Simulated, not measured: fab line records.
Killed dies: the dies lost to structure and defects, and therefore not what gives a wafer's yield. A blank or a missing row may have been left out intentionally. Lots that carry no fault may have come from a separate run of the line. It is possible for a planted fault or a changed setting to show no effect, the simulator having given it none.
Matching of chambers || flow n5 finfet || N5_BEOL_M4_ALD_98 on ald sin-01 has 4 sister chambers
The step deposits SiO2, target thk 2.5 nm, pulse time 1 s, co reactant pulse time 1 s. 8 wafers are shown with their chamber, then 10 later ones without.

== WAFERS PAIRED WITH THEIR CHAMBERS ==
{"wafer": "L081.2", "chamber": 3, "heater power w (W)": 91, "chamber pressure Torr (Torr)": 2.003}
{"wafer": "L084.6", "chamber": 0, "heater power w (W)": 59, "chamber pressure Torr (Torr)": 1.999}
{"wafer": "L086.4", "chamber": 3, "heater power w (W)": 92, "chamber pressure Torr (Torr)": 2.011}
{"wafer": "L086.5", "chamber": 1, "heater power w (W)": 75, "chamber pressure Torr (Torr)": 2.002}
{"wafer": "L091.2", "chamber": 0, "heater power w (W)": 60, "chamber pressure Torr (Torr)": 2.005}
{"wafer": "L091.3", "chamber": 1, "heater power w (W)": 76, "chamber pressure Torr (Torr)": 2.004}
{"wafer": "L092.4", "chamber": 2, "heater power w (W)": 72, "chamber pressure Torr (Torr)": 1.999}
{"wafer": "L092.5", "chamber": 2, "heater power w (W)": 74, "chamber pressure Torr (Torr)": 1.999}

== WAFERS WHOSE CHAMBER IS MISSING ==
{"wafer": "L092.6", "heater power w (W)": 90, "chamber pressure Torr (Torr)": 1.999}
{"wafer": "L094.2", "heater power w (W)": 59, "chamber pressure Torr (Torr)": 2.007}
{"wafer": "L094.5", "heater power w (W)": 75, "chamber pressure Torr (Torr)": 1.994}
{"wafer": "L094.6", "heater power w (W)": 79, "chamber pressure Torr (Torr)": 2.003}
{"wafer": "L095.2", "heater power w (W)": 74, "chamber pressure Torr (Torr)": 2.002}
{"wafer": "L095.4", "heater power w (W)": 75, "chamber pressure Torr (Torr)": 1.997}
{"wafer": "L095.6", "heater power w (W)": 91, "chamber pressure Torr (Torr)": 1.992}
{"wafer": "L096.1", "heater power w (W)": 75, "chamber pressure Torr (Torr)": 1.998}
{"wafer": "L096.2", "heater power w (W)": 59, "chamber pressure Torr (Torr)": 1.998}
{"wafer": "L096.3", "heater power w (W)": 77, "chamber pressure Torr (Torr)": 1.995}

== WHICH CHAMBER EACH ONE RAN IN ==
{"wafer": "L092.6", "from the rows above": 3, "in truth": 3}
{"wafer": "L094.2", "from the rows above": 0, "in truth": 0}
{"wafer": "L094.5", "from the rows above": "can't be placed: 2 or 1", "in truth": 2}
{"wafer": "L094.6", "from the rows above": 1, "in truth": 1}
{"wafer": "L095.2", "from the rows above": "can't be placed: 2 or 1", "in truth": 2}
{"wafer": "L095.4", "from the rows above": "can't be placed: 1 or 2", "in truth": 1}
{"wafer": "L095.6", "from the rows above": 3, "in truth": 3}
{"wafer": "L096.1", "from the rows above": "can't be placed: 1 or 2", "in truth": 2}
{"wafer": "L096.2", "from the rows above": 0, "in truth": 0}
{"wafer": "L096.3", "from the rows above": "can't be placed: 1 or 2", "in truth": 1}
Placed correctly: 5 of 10. Not placeable from these rows: 5 (in 5, the candidates include the true chamber). Number placed wrongly: 0.
How it was worked out, from the rows above alone: a wafer's distance from a chamber is the root of the sum, over the readings, of the square of ((its reading less the chamber's mean) divided by the reading's scatter). The wafer belongs to the nearest chamber; if the next one is less than 2 further off, it can't be placed. The mean given for a chamber averages the wafers shown for that chamber. How the scatter is found: for the shown wafers, subtract from each reading the mean of its chamber, square and add these, divide the total by (wafers less chambers), then take the root.
